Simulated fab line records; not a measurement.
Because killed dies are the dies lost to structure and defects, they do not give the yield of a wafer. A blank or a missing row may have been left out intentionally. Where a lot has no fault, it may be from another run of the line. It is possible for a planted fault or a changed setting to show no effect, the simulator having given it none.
Matching of chambers | flow n5-finfet | rie-si-01 running N5_BEOL_M0_SAQP_MANDREL2_REMOVE_110: 4 sister chambers
The step chemistry HBr/Cl2/O2, target a-Si, stops on SiCN, bt time 10 s. 14 wafers are shown with their chamber, then 7 later ones without.

## EACH WAFER AND ITS CHAMBER
wafer  | chamber | throttle-valve-pct (%) | drypump-motor-current-A (A) | oes-product-au (a.u.)
L082.1 | 0       | 36.4                   | 5.2                         | 0.993
L082.4 | 3       | 36.8                   | 5.3                         | 0.984
L082.5 | 0       | 36.4                   | 5.2                         | 0.995
L083.3 | 0       | 36.4                   | 5.2                         | 0.983
L083.5 | 2       | 36.6                   | 5.0                         | 1.022
L083.6 | 1       | 37.2                   | 6.7                         | 0.998
L085.1 | 3       | 36.8                   | 5.2                         | 0.986
L085.3 | 1       | 37.2                   | 6.6                         | 0.993
L085.5 | 2       | 36.5                   | 5.1                         | 1.017
L089.3 | 3       | 36.8                   | 5.3                         | 0.980
L089.5 | 2       | 36.6                   | 5.1                         | 1.022
L089.6 | 3       | 36.8                   | 5.3                         | 0.977
L090.1 | 0       | 36.4                   | 5.2                         | 1.000
L090.4 | 1       | 37.2                   | 6.6                         | 0.990

SIGNATURES (means of the wafers above)
reading                 | chamber 0 | chamber 1 | chamber 2 | chamber 3 | scatter within a chamber
throttle-valve-pct      | 36.400    | 37.200    | 36.567    | 36.800    | 0.0258
drypump-motor-current-A | 5.200     | 6.633     | 5.067     | 5.275     | 0.0456
oes-product-au          | 0.99275   | 0.99367   | 1.02033   | 0.98175   | 0.00501
Rule: for a wafer and a chamber, the distance is found by dividing, reading by reading, the gap between the wafer's reading and the chamber's mean by the reading's scatter, squaring, summing and taking the root. If the next closest chamber is less than 2 further off than the closest, the wafer can't be placed; otherwise it belongs to the closest. The scatter: take each reading less its chamber's mean, square it, sum over the shown wafers, divide by the number of wafers less the number of chambers, and take the root.

## WAFERS MISSING THEIR CHAMBER
wafer  | throttle-valve-pct (%) | drypump-motor-current-A (A) | oes-product-au (a.u.)
L090.5 | 36.8                   | 5.3                         | 0.983
L091.2 | 37.2                   | 6.6                         | 1.005
L091.3 | 36.4                   | 5.2                         | 1.000
L091.5 | 36.5                   | 5.1                         | 1.007
L093.1 | 37.2                   | 6.6                         | 0.999
L093.2 | 36.5                   | 5.0                         | 1.024
L093.6 | 36.8                   | 5.3                         | 0.987

## WHICH CHAMBER EACH WENT THROUGH
wafer  | from the rows above     | in truth
L090.5 | 3                       | 3
L091.2 | 1                       | 1
L091.3 | 0                       | 0
L091.5 | can't be placed: 2 or 0 | 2
L093.1 | 1                       | 1
L093.2 | 2                       | 2
L093.6 | 3                       | 3
Placed correctly: 6 of 7. Can't be placed from these rows: 1 (the true chamber is among the candidates in 1). Number placed wrongly: 0.
